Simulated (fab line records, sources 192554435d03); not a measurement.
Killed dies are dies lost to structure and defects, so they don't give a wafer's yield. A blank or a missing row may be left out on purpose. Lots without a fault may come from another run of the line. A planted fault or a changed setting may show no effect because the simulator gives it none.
Split-lot experiment | flow n5_finfet | 7 lots, 21 wafers read, on a route of 1938 steps

THE SPLIT
At N5_SDB_HM_DEP_00 (deposits SiNx from SiH4/NH3/N2, target thk 40 nm, time 35.3 s), the setting time_s was moved away from the recipe's 35.3 s on 9 of the 21 wafers read, by -12.5% to +10.7%. The other wafers ran this setting at the recipe's value.

FROM THE SPLIT TO THE READING: what the file shows between them, 9 steps
- N5_SDB_COAT_03: time 60 s, resist thk 100 nm
- N5_SDB_COAT_04: time 60 s, resist thk 18 nm
- N5_SDB_STRIP_19: strips in N2/H2
- N5_SDB_STRIP_21: strips in CF4
- N5_SDB_HM_OPEN_20: chemistry CH3F/O2, target SiNx, stops on poly-Si, target depth 24 nm
- N5_SDB_STRIP_22: strips in N2/H2
- N5_SDB_PRECLEAN_23: cleans in dHF, time 30 s
- N5_SDB_DUMMY_REMOVE_24: chemistry TMAH, target poly-Si, stops on SiO2, target depth 142 nm, time 57 s, rinse time 30 s
- N5_SDB_ETCH_25: etches SiO2 in C4F6/O2, target depth 10 nm, time 3.3 s

THE READING
SiNx_of_SDB_HM_DEP_00.thk_nm (the simulator's own value, which no gauge read), in nm, at N5_SDB_CUT_ETCH_26 (etches Si in HBr/Cl2/O2, target depth 129.6 nm, bt time 20 s, time 51.8 s). The file gives no usual value for it. The 12 wafers here that ran the recipe average 22.0 nm, standard deviation 0.57 nm.

wafer  | tool, chamber at the split | time_s as run, s | against the recipe | SiNx_of_SDB_HM_DEP_00.thk_nm, nm | against lot-mates on the recipe
L078.1 | pecvd-04, 1                | 35.3             | recipe             | 21.6                             | -
L078.2 | pecvd-04, 2                | 37.22            | +5.4%              | 24.6                             | +3.0
L078.3 | pecvd-04, 0                | 37.22            | +5.4%              | 25.4                             | +3.8
L081.2 | pecvd-03, 0                | 39.07            | +10.7%             | 25.2                             | +3.0
L081.4 | pecvd-03, 0                | 35.3             | recipe             | 22.2                             | -
L081.5 | pecvd-03, 1                | 39.07            | +10.7%             | 25.4                             | +3.2
L082.1 | pecvd-04, 2                | 35.3             | recipe             | 21.2                             | -
L082.5 | pecvd-04, 2                | 35.3             | recipe             | 22.2                             | -
L082.6 | pecvd-04, 0                | 39.06            | +10.7%             | 28.4                             | +6.7
L087.1 | pecvd-02, 1,0              | 30.9             | -12.5%             | 17.4                             | -5.0
L087.3 | pecvd-02, 1,0              | 30.9             | -12.5%             | 16.8                             | -5.6
L087.4 | pecvd-02, 1                | 35.3             | recipe             | 22.4                             | -
L088.1 | pecvd-03, 1                | 35.3             | recipe             | 21.6                             | -
L088.4 | pecvd-03, 2                | 35.3             | recipe             | 21.2                             | -
L088.6 | pecvd-03, 1                | 38.52            | +9.1%              | 26                               | +4.6
L090.2 | pecvd-04, 2                | 35.3             | recipe             | 22                               | -
L090.4 | pecvd-04, 0                | 32.74            | -7.3%              | 19.4                             | -2.7
L090.5 | pecvd-04, 2                | 35.3             | recipe             | 22.2                             | -
L097.1 | pecvd-02, 0                | 35.3             | recipe             | 21.8                             | -
L097.5 | pecvd-02, 1,0              | 35.3             | recipe             | 23                               | -
L097.6 | pecvd-02, 1,0              | 35.3             | recipe             | 23                               | -
Where a row lists several chambers, the file gives one row for several wafers and doesn't say which wafer went through which chamber.

THE FIT
A straight line over all 21 wafers: SiNx_of_SDB_HM_DEP_00.thk_nm changes by +0.408 nm for each +1% of time_s; r = +0.96; the points scatter about the line by 0.79 nm.
The same after taking each lot's own level away (the mean of its wafers on the recipe; 21 wafers): +0.432 nm for each +1%; r = +0.96; scatter 0.85 nm.
On that fit, the largest move of time_s shifts the reading by 5.4 nm.
The lots' own levels span 21.40 to 22.60 nm, that is 2.1 times the standard deviation above.
So the lot-to-lot level changes the slope little: the two slopes agree.
Check: with one of the wafers moved furthest among these (-12.5%) left out of the fit, the line predicts -5.36 nm for it against its lot-mates. It came out at -5 nm against them.

THE WHOLE CHAIN: every reading that the file lists as answering this split, in the file's order
step               | what it does                                                              | reading                                                                       | change (the file's fit)               | r (the file's)
N5_SDB_HM_DEP_00   | deposits SiNx from SiH4/NH3/N2, target thk 40 nm, time 35.3 s             | SiNx_of_SDB_HM_DEP_00.thk_nm (the simulator's own value, which no gauge read) | +0.449 nm for each +1% of the setting | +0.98
N5_SDB_HM_OPEN_20  | chemistry CH3F/O2, target SiNx, stops on poly-Si, target depth 24 nm      | etch.depth_nm (the simulator's own value, which no gauge read)                | +0.447 nm for each +1% of the setting | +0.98
N5_SDB_CUT_ETCH_26 | etches Si in HBr/Cl2/O2, target depth 129.6 nm, bt time 20 s, time 51.8 s | SiNx_of_SDB_HM_DEP_00.thk_nm (the simulator's own value, which no gauge read) | +0.457 nm for each +1% of the setting | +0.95

THE FILE'S OWN FIT
SiNx_of_SDB_HM_DEP_00.thk_nm changes by +0.457 nm for each +1% of time_s, r = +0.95.
